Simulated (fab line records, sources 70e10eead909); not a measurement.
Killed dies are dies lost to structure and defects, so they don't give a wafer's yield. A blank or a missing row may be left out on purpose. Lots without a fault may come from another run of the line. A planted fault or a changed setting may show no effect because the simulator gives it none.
Which tool did it? | flow nand_harc | 14 lots, 42 wafers sampled, at 4 steps of a route of 1159

WHAT THE GAUGES READ, wafer by wafer
NHARC_A_BONDPAD_THK_MEAS_20: measures by xrf. Usual: thk_nm 169.4 nm, standard deviation 1.7.
lot  | measured     | on            | thk_nm (nm)       | flag
L907 | day 18 08:54 | film_metro-01 | 166.9 167.0 169.0 |
L906 | day 18 09:29 | film_metro-02 | 170.3 168.6 169.4 |
L910 | day 18 09:07 | film_metro-02 | 171.0 172.0 169.9 |
L909 | day 18 10:14 | film_metro-02 | 167.6 168.4 168.6 |
L911 | day 19 02:52 | film_metro-02 | 166.7 168.0 171.9 |
L908 | day 19 06:01 | film_metro-02 | 172.5 170.7 169.1 |
L916 | day 19 20:09 | film_metro-01 | 171.0 169.7 174.3 |
L913 | day 19 22:31 | film_metro-02 | 169.1 166.8 167.3 |
L912 | day 19 23:36 | film_metro-01 | 172.0 169.2 171.0 |
L915 | day 20 04:38 | film_metro-01 | 168.6 169.3 170.0 |
L914 | day 20 09:22 | film_metro-02 | 166.0 169.5 166.5 |
L918 | day 21 17:43 | film_metro-02 | 169.1 170.5 169.5 |
L925 | day 23 19:23 | film_metro-01 | 171.8 171.7 169.4 |
L929 | day 23 23:50 | film_metro-01 | 171.2 169.0 170.2 |

NHARC_END_SORT_01. Usual: killed_at_array 26, standard deviation 9.1; killed_at_other 0.7, standard deviation 0.9; killed_at_periphery 3.6, standard deviation 2.8; killed_dies 30, standard deviation 9.2; killed_open 3.0, standard deviation 1.9; killed_short 2.0, standard deviation 1.4.
lot  | measured     | on        | killed_at_array | killed_at_other | killed_at_periphery | killed_dies | killed_open | killed_short | flag
L914 | day 21 17:14 | prober-01 | 98 71 112       | 0 3 1           | 2 3 2               | 100 77 115  | 3 3 2       | 0 3 1        | OFF
L918 | day 22 22:05 | prober-01 | 120 95 103      | 0 1 0           | 0 4 5               | 120 100 108 | 3 1 3       | 0 2 2        | OFF

WHICH TOOL RAN EACH LOT (tool, then ch and the chambers of the sampled wafers, then the start)
lot  | NHARC_A_BLC_PRE_CLEAN_31     | NHARC_A_BONDPAD_PVD_27
L907 | pvd_sputter-02, day 17 16:04 | pvd_sputter-01, day 18 08:54 or earlier
L906 | pvd_sputter-02, day 17 16:58 | pvd_sputter-03, day 18 09:29 or earlier
L910 | pvd_sputter-03, day 17 17:43 | pvd_sputter-02, day 18 09:07 or earlier
L909 | pvd_sputter-03, day 17 18:31 | pvd_sputter-01, day 18 10:14 or earlier
L911 | pvd_sputter-03, day 18 13:21 | pvd_sputter-03, day 19 02:52 or earlier
L908 | pvd_sputter-02, day 18 13:32 | pvd_sputter-03, day 19 06:01 or earlier
L916 | pvd_sputter-02, day 19 05:00 | pvd_sputter-02, day 19 20:09 or earlier
L913 | pvd_sputter-03, day 19 08:35 | pvd_sputter-03, day 19 22:31 or earlier
L912 | pvd_sputter-01, day 19 09:17 | pvd_sputter-03, day 19 23:36 or earlier
L915 | pvd_sputter-03, day 19 13:01 | pvd_sputter-01, day 20 04:38 or earlier
L914 | pvd_sputter-03, day 19 19:08 | pvd_sputter-01, day 20 09:22 or earlier
L918 | pvd_sputter-03, day 20 20:40 | pvd_sputter-03, day 21 17:43 or earlier
L925 | pvd_sputter-02, day 22 23:57 | pvd_sputter-03, day 23 19:23 or earlier
L929 | pvd_sputter-03, day 23 09:31 | pvd_sputter-01, day 23 23:50 or earlier
- NHARC_A_BLC_PRE_CLEAN_31: time 15 s.
- NHARC_A_BONDPAD_PVD_27: deposits Cu, target thk 30 nm, time 20.49 s.

WHAT THE TOOLS THEMSELVES READ (means of the sampled wafers that have a number; where no wafer has one, the mark that the record gives instead)
NHARC_A_BONDPAD_PVD_27. Usual: throttle_valve_pct 30.0 %, standard deviation 1.1.
lot  | tool           | throttle_valve_pct (%) | flag
L907 | pvd_sputter-01 | 30.4                   |
L906 | pvd_sputter-03 | 30.3                   |
L910 | pvd_sputter-02 | 29.2                   |
L909 | pvd_sputter-01 | 29.6                   |
L911 | pvd_sputter-03 | 29.1                   |
L908 | pvd_sputter-03 | 29.5                   |
L916 | pvd_sputter-02 | 29.1                   |
L913 | pvd_sputter-03 | 30.4                   |
L912 | pvd_sputter-03 | 29.8                   |
L915 | pvd_sputter-01 | 29.2                   |
L914 | pvd_sputter-01 | 30.4                   |
L918 | pvd_sputter-03 | 30.6                   |
L925 | pvd_sputter-03 | 29.8                   |
L929 | pvd_sputter-01 | 31.0                   |

THE ANSWER, worked out from the rows above alone
Rule: a lot is off if the mean of its wafers that have a number lies more than 3 standard deviations from the usual mean. A lot without any number at a reading at which 4 lots or more have one is off too. The other lots that the step has rows for count as sound. The gauges are gone through in route order, then the tools' own readings, and for those a lot's mean is taken as printed above. The first step at which some lot is off is used, and at that step the reading that is off furthest; a lot without a number counts as furthest.
Off: L914, L918, at NHARC_END_SORT_01 (killed_at_array). Neither off nor sound, because the step has no rows for them: L907, L906, L910, L909, L911, L908, L916, L913, L912, L915, L925, L929.
A tool fits if, at a process step before that reading, it ran every lot that is off, and no sound lot after the first of them. The gauges at NHARC_END_SORT_01 are tried like those tools. NHARC_A_BONDPAD_PVD_27 gives no start for some lots, so the hours and the order of its lots are those of NHARC_A_BONDPAD_THK_MEAS_20. Can't be told from this: 2 tools fit, pvd_sputter-03 at NHARC_A_BLC_PRE_CLEAN_31, prober-01 at NHARC_END_SORT_01.

WHAT THE SIMULATOR HAD PUT IN
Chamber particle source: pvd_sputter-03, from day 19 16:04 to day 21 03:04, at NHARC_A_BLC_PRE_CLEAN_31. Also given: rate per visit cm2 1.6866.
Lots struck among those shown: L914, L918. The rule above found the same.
